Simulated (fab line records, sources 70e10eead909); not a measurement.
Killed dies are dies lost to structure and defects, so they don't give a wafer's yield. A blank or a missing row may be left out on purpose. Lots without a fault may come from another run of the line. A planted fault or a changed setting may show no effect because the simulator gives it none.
A struck lot beside a sound one | flow nand_harc | 26 steps out of a route of 1159
Sound: wafers L702.1, L702.2, L702.5. Struck: wafers L712.3, L712.4, L712.6. The cause comes at the end.
At each step with rows: each side's tool, then ch and its chambers, then its first start. Under that, the readings that differ: sound wafers | struck wafers | difference of the means | sigmas: that difference in standard deviations of wafers without a fault.
alike: readings whose means differ by less than 2 such deviations, and words and numbers that are the same on both sides. not compared: withheld readings, readings that some wafer has no value for, bounds like >300 that may hide the same value, and numbers for which the record gives no deviation and whose values overlap.
The two part at a step that has a row with sigmas, a row that says differs or no value, or rows on one side only. Numbers that don't overlap but have no deviation are shown without sigmas and don't part them. A reading that every wafer of one side lacks parts them only if that side has two wafers or more.

NHARC_P_ZERO_WELL_INSPECT_43:
  sound on defect_inspect-02, day 3 07:57; struck on defect_inspect-02, day 5 19:29
  alike: raw_defect_count
then, 11 steps without rows for these wafers: NHARC_P_STI_ETCH_26 (etches SiO2 in dHF, target depth 11 nm); NHARC_P_STI_PRECLEAN_27 (cleans in SC1); NHARC_P_STI_SRD_28; NHARC_P_STI_OXIDE_29 (material SiO2, target thk 10 nm, ox time 1362 s); NHARC_P_STI_HM_DEP_30 (deposits Si3N4, target thk 80 nm, time 873 s); NHARC_P_STI_DEHYDRATE_01 (time 120 s); NHARC_P_STI_HMDS_02 (time 30 s); NHARC_P_STI_COAT_41 (time 65 s); NHARC_P_STI_COAT_03 (resist thk 600 nm); NHARC_P_STI_SOFTBAKE_04 (time 70 s); NHARC_P_STI_EBR_05.
NHARC_P_STI_EXPOSE_06: exposes mask P STI, target cd 200 nm.
  sound on krf_scanner-03 ch 0, day 3 23:28; struck on krf_scanner-03 ch 0, day 6 08:22
  reading              | sound             | struck            | difference | sigmas
  exposure_dose_mJ_cm2 | 37.63 37.66 37.63 | 45.36 45.35 45.43 | +7.74      | +99 or more
  alike: mask
then, 2 steps without rows for these wafers: NHARC_P_STI_PEB_07 (peb time 80 s); NHARC_P_STI_DEVELOP_08 (time 50 s).
NHARC_P_STI_CD_MEAS_09: target cd 200 nm.
  sound on cd_sem-02 ch 0, day 3 23:37; struck on cd_sem-02 ch 0
  reading    | sound             | struck            | difference | sigmas
  cd_nm (nm) | 203.7 201.4 202.4 | 240.8 242.7 239.0 | +38.3      | +21
  not compared: hold
NHARC_P_STI_OVL_MEAS_10:
  sound on overlay-02, day 3 23:42; struck on overlay-02, day 6 11:44
  reading | sound | struck                                                                     | difference                   | sigmas
  hold    | - - - | await_dispo/3.0h/release await_dispo/3.0h/release await_dispo/3.0h/release | no value on the sound wafers |
  alike: overlay_x_nm, overlay_y_nm
NHARC_P_STI_INSPECT_11:
  sound on defect_inspect-01, day 3 23:44; struck on defect_inspect-02, day 6 11:46
  alike: raw_defect_count
then, 1 step without rows for these wafers: NHARC_P_STI_HARDBAKE_13 (time 65 s).
NHARC_P_STI_DESCUM_14: chemistry O2, time 3 s.
  sound on rie_diel-08 ch 0,2,3, day 3 23:53; struck on rie_diel-13 ch 1,3, day 6 11:54
  reading                     | sound           | struck          | difference | sigmas
  drypump_motor_current_A (A) | 6.4 5.8 6.2     | 5.2 5.1 5.1     | -1.0       | -2
  model.P_STI.cd_nm (nm)      | 203.8 201 202.5 | 241.2 242.4 239 | +38.4      |
  alike: oes_product_au, rf_vpp_V, showerhead_plenum_p_Torr, throttle_valve_pct
  not compared: rf_hours_counter_h
NHARC_P_STI_ETCH_42: etches the open film in N2/H2, target depth 80 nm, overetch 24 nm, time 61 s.
  sound on rie_diel-08 ch 0,1,3, day 3 23:58; struck on rie_diel-13 ch 0,2,3, day 6 12:31
  alike: drypump_motor_current_A, oes_product_au, rf_vpp_V, showerhead_plenum_p_Torr, throttle_valve_pct
  not compared: rf_hours_counter_h
NHARC_P_STI_ETCH_31: etches the open film in CF4/CHF3, target depth 108.9 nm, time 54.5 s.
  sound on rie_diel-08 ch 0,1,3; struck on rie_diel-13 ch 0,1,3
  alike: drypump_motor_current_A, oes_product_au, rf_vpp_V, showerhead_plenum_p_Torr, throttle_valve_pct
  not compared: rf_hours_counter_h
NHARC_P_STI_ETCH_15: etches the open film in HBr/Cl2, target depth 300 nm, time 100.1 s.
  sound on rie_si-06 ch 0,2, day 4 00:09; struck on rie_si-06 ch 0,1, day 6 12:41
  reading                | sound             | struck          | difference | sigmas
  model.P_STI.cd_nm (nm) | 204.9 200.8 201.8 | 241.3 240.5 239 | +37.8      |
  alike: drypump_motor_current_A, oes_product_au, throttle_valve_pct
  not compared: rf_hours_counter_h
NHARC_P_STI_CD_MEAS_16:
  sound on cd_sem-02, day 4 00:19; struck on cd_sem-03, day 6 13:02
  reading    | sound             | struck            | difference | sigmas
  cd_nm (nm) | 204.8 201.1 201.8 | 241.2 240.5 239.1 | +37.7      | +19
  not compared: hold
NHARC_P_STI_OCD_MEAS_17:
  sound on ocd-02, day 4 00:24; struck on ocd-02, day 6 15:43
  reading                | sound             | struck            | difference | sigmas
  trench_foot_cd_nm (nm) | 161.2 158.6 159.6 | 198.3 200.4 197.6 | +39.0      | +21
  alike: trench_depth_nm
  not compared: hold
-- the record jumps here: 16 days lie between the struck wafers' starts before and after (it left off in module P_STI and takes up again in module END, whose first step shown is number 1159 of the route) --
NHARC_END_SORT_01:
  the record has rows for the struck wafers here (prober-02 ch 0, day 23 01:03) and none for the sound ones

WHERE THEY PART
First at NHARC_P_STI_EXPOSE_06; last, within this record, at NHARC_END_SORT_01.

WHY: what the simulator had put in
Process parameter drift: krf_scanner-03, from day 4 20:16 on, at NHARC_P_STI_EXPOSE_06. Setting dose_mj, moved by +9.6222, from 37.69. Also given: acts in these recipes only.
